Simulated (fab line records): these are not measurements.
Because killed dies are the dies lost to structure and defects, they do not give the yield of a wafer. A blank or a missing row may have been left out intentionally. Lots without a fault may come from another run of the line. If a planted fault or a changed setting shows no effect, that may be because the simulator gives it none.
Problem report, 8D (eight disciplines) form, completed by code -- flow n5-finfet -- the parts of the form that need people (team, actions taken, sign-off) are left out

## 1. THE PROBLEM
Mean of run-length-s at N5_BEOL_M1_ETCH_70: 135.6 s across 2 wafers in 2 lots; on wafers with no fault it is 143.4 s (standard deviation 0.55). Relative to the usual mean, that is a shift of -14 standard deviations.
The step: etches SOC in N2/H2, target depth 80 nm, overetch 16 nm, time 120 s.
First seen on wafer L958.6, day 10 12:19, on rie-diel-02. At this step, 17 wafers from 6 lots have a number in the record. Rule for "out" (also "out of limits"): further than 4 standard deviations from the usual mean. All remaining wafers that have a number are taken as sound.

## 2. WHAT IT IS AND WHAT IT IS NOT
question,is,is not
which readings at this step,run-length-s,"drypump-motor-current-A, oes-product-au, rf-vpp-V, showerhead-plenum-p-Torr, throttle-valve-pct"
which lots,"L958, L960","L945, L947, L951, L963"
which wafers of those lots,"L958.6, L960.6","L958.4, L960.2, L960.5"
read on which tools,rie-diel-02,"rie-diel-04, rie-diel-06"
when,from day 10 12:19,"up to then (10 sound wafers); but 5 sound wafers of L960, L963 came after"

## 3. THE SUSPECTS, EACH WITH WHAT RULES IT OUT
Counting: if a tool at a process step up to the reading ran every lot that is out, it stays a suspect. Sound lots after the first of them don't rule it out here, since some wafers of a struck lot are sound.
- rie-diel-02 at N5_BEOL_M1_ETCHBACK_99 (etches SiO2 in CHF3, target depth 5 nm, time 10.4 s): kept. It ran every lot that is out, first L958 (day 10 12:17); its last sound lot up to then is L951 (day 8 21:08).
- rie-diel-02 at N5_BEOL_M1_ETCH_70 (etches SOC in N2/H2, target depth 80 nm, overetch 16 nm, time 120 s): kept. It ran every lot that is out, first L958 (day 10 12:19); its last sound lot up to then is L951 (day 8 21:10). Its own readings are out on those wafers: run-length-s.
After counting, rie-diel-02 at N5_BEOL_M1_ETCHBACK_99 and rie-diel-02 at N5_BEOL_M1_ETCH_70 remain.

## 4. THE CAUSE (what the simulator had put in)
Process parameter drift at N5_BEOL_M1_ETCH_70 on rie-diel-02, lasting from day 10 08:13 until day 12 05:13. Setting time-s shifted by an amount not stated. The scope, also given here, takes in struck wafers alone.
2 suspects survive the count, and this tool is in that group.

## 5. THE CHAIN OF EFFECTS, in route order
One row per reading whose mean, taken over the struck wafers that have a number, lies over 3 standard deviations from the usual. Only readings for which the record gives a usual standard deviation are gone through. hours: the time from each lot's start at the first step in this table that gives one to its start at this step, as a median over the lots. sigmas: the change in usual standard deviations.
hours,step,reading,usual,on struck wafers,change,sigmas
0,N5_BEOL_M1_ETCH_70,run-length-s,143.4 s,135.6,-7.8,-14
It contains these process steps:
- N5_BEOL_M1_ETCH_70: etches SOC in N2/H2, target depth 80 nm, overetch 16 nm, time 120 s.
Later measuring or inspecting steps at which every struck wafer that the step has a row for has a number for every such reading, and none has moved that far: N5_BEOL_M4_RC_MEAS_101.

## 6. WHAT WOULD HAVE CAUGHT IT SOONER
The fault began at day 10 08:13; the first out-of-limits reading in this record came at day 10 12:19, 4 hours later.
